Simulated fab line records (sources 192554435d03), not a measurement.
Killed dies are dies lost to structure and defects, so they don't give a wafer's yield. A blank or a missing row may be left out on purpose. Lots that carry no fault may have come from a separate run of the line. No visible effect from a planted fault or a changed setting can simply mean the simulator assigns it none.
Split-lot experiment ; flow n5-finfet ; route with 1938 steps; 7 lots, 21 wafers read

## SPLIT DETAILS
At N5_MOL_CONTACT_COAG_COAT_76 (time 60 s, resist thk 10 nm), the setting spin-rpm was moved away from the recipe's 1500 rpm on 5 of the 21 wafers read, by -9.5% to +8.1%. All remaining wafers had this setting at the recipe value.

## FROM THE SPLIT TO THE READING: what the file shows between them, 5 steps
- N5_MOL_CONTACT_COAG_EXPOSE_81: exposes mask VG, defocus 0 nm (also split here: dose-mj)
- N5_MOL_CONTACT_COAG_PEB_82: peb time 60 s
- N5_MOL_CONTACT_COAG_DEVELOP_83: develop time 30 s
- N5_MOL_CONTACT_COAG_DESCUM_88: chemistry O2, time 7 s
- N5_MOL_CONTACT_COAG_ETCH_89: etches underlayer in N2/H2, target depth 13 nm, time 10.4 s

## THE READING
etch.depth-nm (the simulator's own value, which no gauge read), in nm, at N5_MOL_CONTACT_COAG_ETCH_90 (etches SiARC in CF4, target depth 13 nm, time 21.7 s). No usual value for it is given in the file. Here, 16 wafers ran the recipe; their average is 9.995 nm with a standard deviation of 0.032 nm.

wafer;tool, chamber at the split;spin-rpm as run, rpm;against the recipe;etch.depth-nm, nm;against lot-mates on the recipe
L076.1;litho-track-03, 0;1500;recipe;10.03;-
L076.2;litho-track-03, 0;1500;recipe;10.03;-
L076.4;litho-track-03, 0;1500;recipe;10.02;-
L083.1;litho-track-03, 0;1500;recipe;10.03;-
L083.3;litho-track-03, 0;1622;+8.1%;9.657;-0.373
L083.4;litho-track-03, 0;1622;+8.1%;9.633;-0.397
L088.3;litho-track-05, 0;1357;-9.5%;10.5;+0.521
L088.5;litho-track-05, 0;1500;recipe;9.979;-
L088.6;litho-track-05, 0;1357;-9.5%;10.54;+0.561
L089.1;litho-track-02, 0;1500;recipe;9.975;-
L089.2;litho-track-02, 0;1500;recipe;9.976;-
L089.5;litho-track-02, 0;1500;recipe;9.948;-
L090.1;litho-track-02, 0;1500;recipe;9.972;-
L090.3;litho-track-02, 0;1500;recipe;9.932;-
L090.4;litho-track-02, 0;1500;recipe;9.959;-
L093.1;litho-track-03, 0;1500;recipe;10.03;-
L093.3;litho-track-03, 0;1500;recipe;10.03;-
L093.5;litho-track-03, 0;1500;recipe;10.02;-
L096.1;litho-track-02, 0;1500;recipe;10;-
L096.2;litho-track-02, 0;1500;recipe;9.992;-
L096.3;litho-track-02, 0;1567;+4.5%;9.778;-0.218

THE FIT
A straight line over all 21 wafers: etch.depth-nm changes by -0.05 nm for each +1% of spin-rpm; r = -0.98; the points scatter about the line by 0.037 nm.
The same after taking each lot's own level away (the mean of its wafers on the recipe; 21 wafers): -0.0526 nm for each +1%; r = -1.00; scatter 0.021 nm.
According to that fit, moving spin-rpm by its largest amount changes the reading by 0.5 nm.
The lots' own levels span 9.9543 to 10.0300 nm, that is 2.4 times the standard deviation above.
Hence the lot-to-lot level has little effect on the slope; both slopes agree.
Check: +0.505 nm against its lot-mates is what the line predicts for one of the wafers moved furthest among these (-9.5%) when that wafer is left out of the fit. Against them it came out at +0.521 nm.

## FURTHER SPLITS ON THESE WAFERS
Before the reading, these wafers also passed through other splits. Each is held against what the fit with the lots' levels taken away leaves over:
other split on the same wafers;wafers away from the commonest value;r with etch.depth-nm (lot level and that fit taken away)
N5_HKMG_FIN_COAT_43 spin-rpm;5;+0.03
N5_HKMG_FIN_ETCH_54 source-w;6;-0.16
N5_GATE_CUT_CUT_ETCH_54 bias-w;8;-0.29
N5_MOL_CONTACT_COAG_ALD_27 ald-cycles;8;-0.31
N5_MOL_CONTACT_COAG_EXPOSE_81 dose-mj;8;-0.22

## THE WHOLE CHAIN: every reading that the file lists as answering this split, in the file's order
step;what it does;reading;change (the file's fit);r (the file's)
N5_MOL_CONTACT_COAG_COAT_76;time 60 s, resist thk 10 nm;SiARC_of_MOL_CONTACT_COAG_COAT_76.thk-nm (the simulator's own value, which no gauge read);-0.0504 nm for each +1% of the setting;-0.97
N5_MOL_CONTACT_COAG_ETCH_90;etches SiARC in CF4, target depth 13 nm, time 21.7 s;etch.depth-nm (the simulator's own value, which no gauge read);-0.0521 nm for each +1% of the setting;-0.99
N5_MOL_CONTACT_COAG_ETCH_91;etches SOC in N2/H2, target depth 60 nm, overetch 21 nm, time 101.2 s;SiARC_of_MOL_CONTACT_COAG_COAT_76.thk-nm (the simulator's own value, which no gauge read);-0.0637 nm for each +1% of the setting, in a fit together with time-s@MOL_CONTACT_COAG_ETCH_91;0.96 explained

## FILE'S OWN FIT
etch.depth-nm changes by -0.0521 nm for each +1% of spin-rpm, r = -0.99.
